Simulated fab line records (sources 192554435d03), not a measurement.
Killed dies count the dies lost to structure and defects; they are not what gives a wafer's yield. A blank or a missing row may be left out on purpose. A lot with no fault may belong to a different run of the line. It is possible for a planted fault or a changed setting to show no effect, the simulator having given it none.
Matching of chambers || flow n5 finfet || ald sin-04 running N5_MOL_CONTACT_COAG_ALD_27: 4 sister chambers
The step deposits SiOC, target thk 17 nm, pulse time 1.5 s, time 2720 s. 14 wafers are shown with their chamber, then 7 later ones without.

EACH WAFER AND ITS CHAMBER
{"wafer": "L074.2", "chamber": 0, "heater power w (W)": 913, "precursor pulse height rel": 0.993}
{"wafer": "L074.3", "chamber": 2, "heater power w (W)": 880, "precursor pulse height rel": 0.988}
{"wafer": "L074.4", "chamber": 1, "heater power w (W)": 696, "precursor pulse height rel": 0.998}
{"wafer": "L075.3", "chamber": 2, "heater power w (W)": 879, "precursor pulse height rel": 0.984}
{"wafer": "L075.5", "chamber": 1, "heater power w (W)": 713, "precursor pulse height rel": 1.027}
{"wafer": "L075.6", "chamber": 0, "heater power w (W)": 872, "precursor pulse height rel": 0.985}
{"wafer": "L082.1", "chamber": 2, "heater power w (W)": 892, "precursor pulse height rel": 0.970}
{"wafer": "L082.2", "chamber": 1, "heater power w (W)": 697, "precursor pulse height rel": 0.983}
{"wafer": "L082.4", "chamber": 0, "heater power w (W)": 872, "precursor pulse height rel": 0.970}
{"wafer": "L087.2", "chamber": 3, "heater power w (W)": 781, "precursor pulse height rel": 0.979}
{"wafer": "L087.3", "chamber": 0, "heater power w (W)": 913, "precursor pulse height rel": 0.972}
{"wafer": "L087.6", "chamber": 3, "heater power w (W)": 774, "precursor pulse height rel": 1.009}
{"wafer": "L091.1", "chamber": 2, "heater power w (W)": 864, "precursor pulse height rel": 1.027}
{"wafer": "L091.3", "chamber": 3, "heater power w (W)": 751, "precursor pulse height rel": 0.982}

SIGNATURES (averages over the wafers above)
{"reading": "heater power w", "chamber 0": 892.50, "chamber 1": 702.00, "chamber 2": 878.75, "chamber 3": 768.67, "scatter within a chamber": 16.6}
{"reading": "precursor pulse height rel", "chamber 0": 0.98000, "chamber 1": 1.00267, "chamber 2": 0.99225, "chamber 3": 0.99000, "scatter within a chamber": 0.0192}
Rule: for each reading, subtract the chamber's mean from the wafer's reading, divide by that reading's scatter and square the result; add these up over the readings and take the root, which gives the wafer's distance from the chamber. The wafer belongs to the nearest chamber; if the next one is less than 2 further off, it can't be placed. How the scatter is found: for the shown wafers, subtract from each reading the mean of its chamber, square and add these, divide the total by (wafers less chambers), then take the root.

WAFERS WITHOUT THEIR CHAMBER
{"wafer": "L091.4", "heater power w (W)": 691, "precursor pulse height rel": 1.008}
{"wafer": "L095.1", "heater power w (W)": 703, "precursor pulse height rel": 0.994}
{"wafer": "L095.2", "heater power w (W)": 918, "precursor pulse height rel": 0.990}
{"wafer": "L095.4", "heater power w (W)": 735, "precursor pulse height rel": 1.039}
{"wafer": "L097.2", "heater power w (W)": 774, "precursor pulse height rel": 0.984}
{"wafer": "L097.3", "heater power w (W)": 895, "precursor pulse height rel": 0.989}
{"wafer": "L097.6", "heater power w (W)": 911, "precursor pulse height rel": 0.986}

WHICH CHAMBER EACH WENT THROUGH
{"wafer": "L091.4", "from the rows above": 1, "in truth": 1}
{"wafer": "L095.1", "from the rows above": 1, "in truth": 1}
{"wafer": "L095.2", "from the rows above": "can't be placed: 0 or 2", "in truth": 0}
{"wafer": "L095.4", "from the rows above": "can't be placed: 1 or 3", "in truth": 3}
{"wafer": "L097.2", "from the rows above": 3, "in truth": 3}
{"wafer": "L097.3", "from the rows above": "can't be placed: 0 or 2", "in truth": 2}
{"wafer": "L097.6", "from the rows above": "can't be placed: 0 or 2", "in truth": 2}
Placed correctly: 3 of 7. Unplaceable from these rows: 4, with the true chamber sitting among the candidates in 4. Placed wrongly: 0.
